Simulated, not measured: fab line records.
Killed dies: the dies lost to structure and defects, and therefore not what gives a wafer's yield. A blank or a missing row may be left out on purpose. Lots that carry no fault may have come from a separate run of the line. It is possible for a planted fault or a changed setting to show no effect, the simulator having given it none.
Matching of chambers    flow n5Finfet    4 sister chambers for N5_BEOL_M8_ETCH_66 on rieDiel-03
The step etches SOC in N2/H2, target depth 80 nm, overetch 16 nm, time 120 s. 14 wafers are shown with their chamber, then 7 later ones without.

== WAFERS PAIRED WITH THEIR CHAMBERS ==
wafer   chamber  showerheadPlenumPTorr (Torr)  drypumpMotorCurrentA (A)  throttleValvePct (%)
L076.2  1        2.59                          6.1                       17.53
L076.3  0        2.68                          5.4                       17.26
L076.5  1        2.59                          6.1                       17.55
L078.2  3        2.53                          6.0                       17.74
L078.5  0        2.67                          5.4                       17.28
L078.6  3        2.53                          6.0                       17.74
L084.2  0        2.67                          5.5                       17.30
L084.4  1        2.58                          6.1                       17.58
L084.6  1        2.58                          6.2                       17.57
L088.2  2        2.57                          5.6                       17.33
L088.4  1        2.58                          6.1                       17.59
L088.5  1        2.58                          6.1                       17.58
L094.1  0        2.66                          5.5                       17.34
L094.5  3        2.52                          6.0                       17.77

SIGNATURES (averages over the wafers above)
reading                chamber 0  chamber 1  chamber 2  chamber 3  scatter within a chamber
showerheadPlenumPTorr  2.6700     2.5833     2.5700     2.5267     0.00632
drypumpMotorCurrentA   5.450      6.117      5.600      6.000      0.0428
throttleValvePct       17.2950    17.5667    17.3300    17.7500    0.0258
Rule: a wafer lies at a distance from a chamber equal to the root of the sum of squares, over the readings, of (its reading less the chamber's mean, divided by the reading's scatter). If the next closest chamber is less than 2 further off than the closest, the wafer can't be placed; otherwise it belongs to the closest. The scatter: take each reading less its chamber's mean, square it, sum over the shown wafers, divide by the number of wafers less the number of chambers, and take the root.

== WAFERS WITH NO CHAMBER GIVEN ==
wafer   showerheadPlenumPTorr (Torr)  drypumpMotorCurrentA (A)  throttleValvePct (%)
L094.6  2.56                          5.6                       17.36
L096.1  2.57                          6.1                       17.63
L096.2  2.52                          6.0                       17.79
L096.4  2.56                          5.6                       17.37
L095.2  2.57                          6.1                       17.64
L095.3  2.66                          5.5                       17.33
L095.4  2.52                          6.0                       17.79

== CHAMBER TAKEN BY EACH ==
wafer   from the rows above  in truth
L094.6  2                    2
L096.1  1                    1
L096.2  3                    3
L096.4  2                    2
L095.2  1                    1
L095.3  0                    0
L095.4  3                    3
Correct placement for 7 of the 7. Number that these rows cannot place: 0. Placed wrongly: 0.
